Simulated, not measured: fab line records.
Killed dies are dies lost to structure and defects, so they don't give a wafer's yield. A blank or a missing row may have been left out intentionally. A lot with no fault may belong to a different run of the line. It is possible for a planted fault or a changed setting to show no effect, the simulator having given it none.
Code-filled problem report in 8D (eight disciplines) form / flow nandHarc / the parts of the form that need people (team, actions taken, sign-off) are left out

== 1. WHAT WENT WRONG ==
Wafers without a fault read 159.3 s, standard deviation 0.48; runLengthS at NHARC_THIN_TSV_ETCH_59 reads a mean of 145.9 s on 3 wafers belonging to 2 lots. Measured from the usual mean, that is -28 standard deviations.
The step: etches the open film in Cl2/BCl3, target depth 880 nm, time 138.1 s.
The first sign was on wafer L541.2 at day 23 15:02, on rieMetal-02. Wafers with a number at this step in the record: 42, from 14 lots. The rule behind "out" and "out of limits": a value lying over 4 standard deviations away from the usual mean. Any other wafer with a number is counted as sound.

== 2. WHAT THIS IS AND IS NOT ==
question=which readings at this step | is=runLengthS | is not=bcl3FlowSccm, drypumpMotorCurrentA, oesProductAu
question=which lots | is=L541, L542 | is not=L527, L528, L529, L530, L531, L532, L533, L534, L535, L540, L545, L546
question=which wafers of those lots | is=L541.2, L542.1, L542.2 | is not=L541.3, L541.6, L542.4
question=read on which tools | is=rieMetal-02 | is not=rieMetal-01, rieMetal-03
question=when | is=from day 23 15:02 | is not=up to then (32 sound wafers); but 7 sound wafers of L542, L545, L546 came after

== 3. SUSPECTS, AND WHAT RULES EACH OUT ==
Counting: a tool at a process step up to the reading stays a suspect if it ran every lot that is out. Sound lots after the first of them don't rule it out here, since some wafers of a struck lot are sound.
- cmp-02 at NHARC_THIN_TSV_CMP_21 (polishes, t overpolish 30 s, target thk 2000 nm): kept. Every lot that is out went through it, the first being L541 (day 23 13:14); the last sound lot it ran before that was L535 (day 21 20:51).
- rieMetal-02 at NHARC_THIN_TSV_ETCH_59 (etches the open film in Cl2/BCl3, target depth 880 nm, time 138.1 s): kept. Every lot that is out went through it, the first being L541 (day 23 15:02); the last sound lot it ran before that was L535 (day 21 22:46). Its own readings are out on those wafers: runLengthS.
- Within cmp-02 at NHARC_THIN_TSV_CMP_21: the wafers that are out ran in chambers 0, 3; their sound lot-mates ran in chambers 1, 2.
What counting leaves: cmp-02 at NHARC_THIN_TSV_CMP_21 and rieMetal-02 at NHARC_THIN_TSV_ETCH_59.

== 4. THE CAUSE (what the simulator had put in) ==
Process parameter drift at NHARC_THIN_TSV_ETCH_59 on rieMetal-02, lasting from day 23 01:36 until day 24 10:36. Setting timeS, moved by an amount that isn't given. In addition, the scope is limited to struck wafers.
2 suspects survive the count, and this tool is in that group.

== 5. SEQUENCE OF EFFECTS, ordered by route ==
Each row: a reading where the mean over the struck wafers with a number is more than 3 standard deviations away from the usual. Only readings for which the record gives a usual standard deviation are gone through. hours: the time from each lot's start at the first step in this table that gives one to its start at this step, as a median over the lots. sigmas: the change in usual standard deviations.
hours=0; step=NHARC_THIN_TSV_ETCH_59; reading=runLengthS; usual=159.3 s; on struck wafers=145.9; change=-13.4; sigmas=-28
Process steps it contains:
- NHARC_THIN_TSV_ETCH_59: etches the open film in Cl2/BCl3, target depth 880 nm, time 138.1 s.
Later steps that measure or inspect, where all struck wafers having a row at the step show a number for every such reading and not one has moved that far: NHARC_THIN_TSV_CD_MEAS_37.

== 6. HOW IT WOULD HAVE BEEN CAUGHT EARLIER ==
The fault began at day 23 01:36; the first out-of-limits reading in this record came at day 23 15:02, 13 hours later.
